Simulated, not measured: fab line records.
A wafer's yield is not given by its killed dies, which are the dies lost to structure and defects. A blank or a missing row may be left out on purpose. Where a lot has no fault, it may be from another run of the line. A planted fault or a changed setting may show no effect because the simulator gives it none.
Matching of chambers :: flow n5 finfet :: N5_FIN_SAQP_ALD_61 on ald sin-02: 4 sister chambers
The step deposits SiO2, target thk 4 nm, pulse time 1 s, purge time 2 s. 8 wafers are shown with their chamber, then 11 later ones without.

WAFERS, EACH WITH ITS CHAMBER
wafer: L083.4
chamber: 0
heater power w (W): 406
precursor pulse height rel: 0.995

wafer: L083.6
chamber: 1
heater power w (W): 452
precursor pulse height rel: 1.051

wafer: L088.1
chamber: 3
heater power w (W): 468
precursor pulse height rel: 0.981

wafer: L088.6
chamber: 1
heater power w (W): 450
precursor pulse height rel: 1.003

wafer: L089.3
chamber: 3
heater power w (W): 469
precursor pulse height rel: 1.036

wafer: L089.4
chamber: 0
heater power w (W): 410
precursor pulse height rel: 0.983

wafer: L089.6
chamber: 2
heater power w (W): 460
precursor pulse height rel: 1.021

wafer: L091.2
chamber: 2
heater power w (W): 461
precursor pulse height rel: 1.000

WAFERS WHOSE CHAMBER IS MISSING
wafer: L091.3
heater power w (W): 412
precursor pulse height rel: 0.998

wafer: L091.4
heater power w (W): 465
precursor pulse height rel: 1.007

wafer: L093.2
heater power w (W): 470
precursor pulse height rel: 0.977

wafer: L093.3
heater power w (W): 464
precursor pulse height rel: 0.995

wafer: L093.4
heater power w (W): 416
precursor pulse height rel: 0.989

wafer: L095.1
heater power w (W): 420
precursor pulse height rel: 0.990

wafer: L095.3
heater power w (W): 476
precursor pulse height rel: 0.996

wafer: L095.6
heater power w (W): 462
precursor pulse height rel: 1.009

wafer: L097.1
heater power w (W): 423
precursor pulse height rel: 0.995

wafer: L097.2
heater power w (W): 461
precursor pulse height rel: 1.004

wafer: L097.5
heater power w (W): 464
precursor pulse height rel: 0.977

WHICH CHAMBER EACH ONE RAN IN
wafer: L091.3
from the rows above: 0
in truth: 0

wafer: L091.4
from the rows above: can't be placed: 3 or 2
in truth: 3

wafer: L093.2
from the rows above: 3
in truth: 3

wafer: L093.3
from the rows above: can't be placed: 2 or 3
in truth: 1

wafer: L093.4
from the rows above: 0
in truth: 0

wafer: L095.1
from the rows above: 0
in truth: 0

wafer: L095.3
from the rows above: 3
in truth: 3

wafer: L095.6
from the rows above: 2
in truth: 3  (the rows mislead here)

wafer: L097.1
from the rows above: 0
in truth: 0

wafer: L097.2
from the rows above: 2
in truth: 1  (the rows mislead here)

wafer: L097.5
from the rows above: can't be placed: 2 or 3
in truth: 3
Placed correctly: 6 of 11. These rows do not allow placing 3 (true chamber among the candidates in 2). Number placed wrongly: 2.
How it was worked out, from the rows above alone: a wafer's distance from a chamber is the root of the sum, over the readings, of the square of ((its reading less the chamber's mean) divided by the reading's scatter). If the next closest chamber is less than 2 further off than the closest, the wafer can't be placed; otherwise it belongs to the closest. Each chamber's mean is taken over the wafers shown for it. The scatter: take each reading less its chamber's mean, square it, sum over the shown wafers, divide by the number of wafers less the number of chambers, and take the root.
